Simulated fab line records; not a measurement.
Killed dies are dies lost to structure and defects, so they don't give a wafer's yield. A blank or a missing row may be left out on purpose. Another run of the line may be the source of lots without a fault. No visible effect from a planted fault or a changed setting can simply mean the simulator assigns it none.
Which tool is to blame?    flow nand_harc    11 lots, 33 wafers sampled, at 5 steps of a route of 1302

== WHAT EACH GAUGE READ, for each wafer ==
NHARC_END_SORT_01.
lot   measured      on         killed_at_array
L928  day 31 19:32  prober-02  676 38 31

== TOOL THAT RAN EACH LOT (tool first, then ch and the chambers of the sampled wafers, then the start) ==
lot   NHARC_A_CONTACT_CVD_19                    NHARC_A_CONTACT_CMP_20         NHARC_A_BLC_ETCH_16                 NHARC_A_BLC_ETCH_17
L910  cvd_w-02 ch 0,1, day 23 05:13 or earlier  cmp-01 ch 2,3, day 23 05:13    rie_diel-10 ch 0,1,3, day 23 06:26  rie_diel-10 ch 0,1,2, no start
L908  cvd_w-02 ch 0,1, day 23 07:32 or earlier  cmp-03 ch 0,1,2, day 23 07:32  rie_diel-11 ch 0,2,3, day 23 08:38  rie_diel-11 ch 0,2, no start
L911  cvd_w-02 ch 0,1, day 23 09:47 or earlier  cmp-03 ch 1,3, day 23 09:47    rie_diel-03 ch 0,2, day 23 10:59    rie_diel-03 ch 0,3, no start
L918  cvd_w-02 ch 0,1, day 25 21:39 or earlier  cmp-02 ch 0,1,3, day 25 21:39  rie_diel-03 ch 0,2, day 25 22:52    rie_diel-03 ch 2,3, no start
L916  cvd_w-01 ch 1, day 26 06:26 or earlier    cmp-03 ch 1,2, day 26 06:26    rie_diel-03 ch 0,1,3, day 26 07:37  rie_diel-03 ch 2,3, no start
L919  cvd_w-02 ch 0,1, day 27 01:30 or earlier  cmp-02 ch 1,3, day 27 01:30    rie_diel-03 ch 0,2,3, day 27 02:37  rie_diel-03 ch 2,3, no start
L924  cvd_w-02 ch 1, day 29 09:41 or earlier    cmp-02 ch 0,1,2, day 29 09:41  rie_diel-10 ch 1,2, day 29 10:50    rie_diel-10 ch 0,3, no start
L928  cvd_w-02 ch 0,1, day 29 23:37 or earlier  cmp-03 ch 0,1,2, day 29 23:37  rie_diel-03 ch 0,2,3, day 30 00:41  rie_diel-03 ch 0,1,2, day 31 19:32 or earlier
L931  cvd_w-02 ch 0,1, day 31 11:53 or earlier  cmp-03 ch 1,2,3, day 31 11:53  rie_diel-10 ch 0,1,3, day 31 17:12  rie_diel-10 ch 2,3, no start
L930  cvd_w-01 ch 0, day 31 22:31 or earlier    cmp-03 ch 2,3, day 31 22:31    rie_diel-10 ch 0,2, day 32 00:48    rie_diel-10 ch 0,1,3, no start
L929  cvd_w-02 ch 0,1, day 32 08:04 or earlier  cmp-01 ch 1,2, day 32 08:04    rie_diel-03 ch 0,1,2, day 32 18:15  rie_diel-03 ch 1,3, no start
- NHARC_A_CONTACT_CVD_19: deposits W, target thk 300 nm, time 802 s.
- NHARC_A_CONTACT_CMP_20: polishes, t overpolish 30 s, target thk 300 nm.
- NHARC_A_BLC_ETCH_16: etches the open film in CF4, target depth 39 nm, time 65 s.
- NHARC_A_BLC_ETCH_17: etches the open film in N2/H2, target depth 390 nm, time 609.38 s.

== THE ANSWER, worked out from the rows above alone ==
Rule: what is usual is taken from the lots themselves. Put in order of their means at a reading, lots are off if they are a third of the lots or fewer, leave a main group of 4 or more, and stand apart from it by a gap of 3 or more times the standard deviation of the main group's means; of several such gaps the widest counts. Not used: any main group whose means are identical at the precision the tables above print for the reading. Also off: a lot with no number at a reading for which 4 or more lots have one. All remaining lots with rows at the step are treated as sound.
No lot is off on any of the readings shown, so nothing can be concluded from this.

== WHAT THE SIMULATOR PUT IN ==
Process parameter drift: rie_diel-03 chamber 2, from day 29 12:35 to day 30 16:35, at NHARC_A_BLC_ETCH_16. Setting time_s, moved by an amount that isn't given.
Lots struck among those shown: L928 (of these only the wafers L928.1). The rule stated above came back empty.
